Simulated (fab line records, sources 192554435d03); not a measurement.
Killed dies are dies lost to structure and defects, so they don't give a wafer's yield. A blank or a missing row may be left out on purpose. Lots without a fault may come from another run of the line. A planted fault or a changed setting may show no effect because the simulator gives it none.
A struck lot beside a sound one | flow n5_finfet | 14 steps out of a route of 1938
Sound: wafers L330.3, L330.4, L330.6. Struck: wafers L331.1, L331.5, L331.6. The cause comes at the end.
At each step with rows: each side's tool, then ch and its chambers, then its first start. Under that, the readings that differ: sound wafers | struck wafers | difference of the means | sigmas: that difference in standard deviations of wafers without a fault.
alike: readings whose means differ by less than 2 such deviations, and words and numbers that are the same on both sides. not compared: withheld readings, readings that some wafer has no value for, bounds like >300 that may hide the same value, and numbers for which the record gives no deviation and whose values overlap.
The two part at a step that has a row with sigmas, a row that says differs or no value, or rows on one side only. Numbers that don't overlap but have no deviation are shown without sigmas and don't part them. A reading that every wafer of one side lacks parts them only if that side has two wafers or more.

first, 2 steps without rows for these wafers: N5_BEOL_M15_STRIP_62 (strips in O2); N5_BEOL_M15_STRIP_37 (strips in O2).
N5_BEOL_M15_ETCH_38: etches SiCN in CF4/N2, target depth 106.4 nm, time 120.5 s.
  sound on rie_diel-04 ch 0,3; struck on rie_diel-02 ch 0,1,3
  alike: drypump_motor_current_A, oes_product_au, rf_vpp_V, showerhead_plenum_p_Torr, throttle_valve_pct
  not compared: rf_hours_counter_h
then, 3 steps without rows for these wafers: N5_BEOL_M15_PRECLEAN_39 (cleans in residue remover, time 60 s); N5_BEOL_M15_SRD_40 (time 30 s, dry time 30 s); N5_BEOL_M15_DEGAS_41 (time 60 s).
N5_BEOL_M15_PRE_CLEAN_42: time 30 s.
  sound on pvd_sputter-03, day 13 02:04; struck on pvd_sputter-02, day 13 19:02
  alike: heater_power_w, susceptor_temp_C
N5_BEOL_M15_SPUTTER_43: material TaN, target thk 15 nm, time 24.19 s.
  sound on pvd_sputter-03, day 13 02:07; struck on pvd_sputter-02, day 13 19:05
  alike: cathode_dc_power_W, susceptor_temp_C, throttle_valve_pct
then, 1 step without rows for these wafers: N5_BEOL_M15_SPUTTER_44 (material Ta, target thk 15 nm, time 24.19 s).
N5_BEOL_M15_SPUTTER_45: material Cu, target thk 100 nm, time 16.67 s.
  sound on pvd_sputter-03, day 13 02:16; struck on pvd_sputter-02, day 13 19:16
  alike: cathode_dc_power_W, susceptor_temp_C, throttle_valve_pct
then, 1 step without rows for these wafers: N5_BEOL_M15_ECD_47 (material Cu, target thk 1860 nm).
N5_BEOL_M15_ANNEAL_48: time 90 s.
  sound on rtp_anneal-02 ch 0, day 13 02:43; struck on rtp_anneal-01 ch 0, day 13 19:37
  alike: wafer_temp_C_max
N5_BEOL_M15_CMP_49: polishes, stops on SiO2, t overpolish 4.9 s, target thk 850 nm.
  sound on cmp-04 ch 0,1, day 13 02:58; struck on cmp-02 ch 0,1,3, day 13 20:00
  reading                      | sound             | struck            | difference | sigmas
  barrier_field_endpoint_s (s) | 11.31 11.29 10.91 | 10.45 9.69 9.97   | -1.13      | -4
  head_pressure_psi (psi)      | 2.007 2.011 2.001 | 2.321 2.318 2.326 | +0.315     | +77
  alike: clearing_platen_down_force_psi, motor_current_A, overpolish_run_s, slurry_filter_dp_kPa
N5_PASSIVATION_PROBE_49:
  the record has rows for the struck wafers here (prober-01, day 14 10:01) and none for the sound ones

WHERE THEY PART
First at N5_BEOL_M15_CMP_49; last, within this record, at N5_PASSIVATION_PROBE_49.

WHY: what the simulator had put in
Process parameter drift: cmp-02, from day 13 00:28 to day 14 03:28, at N5_BEOL_M15_CMP_49. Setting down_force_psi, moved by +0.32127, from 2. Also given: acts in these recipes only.
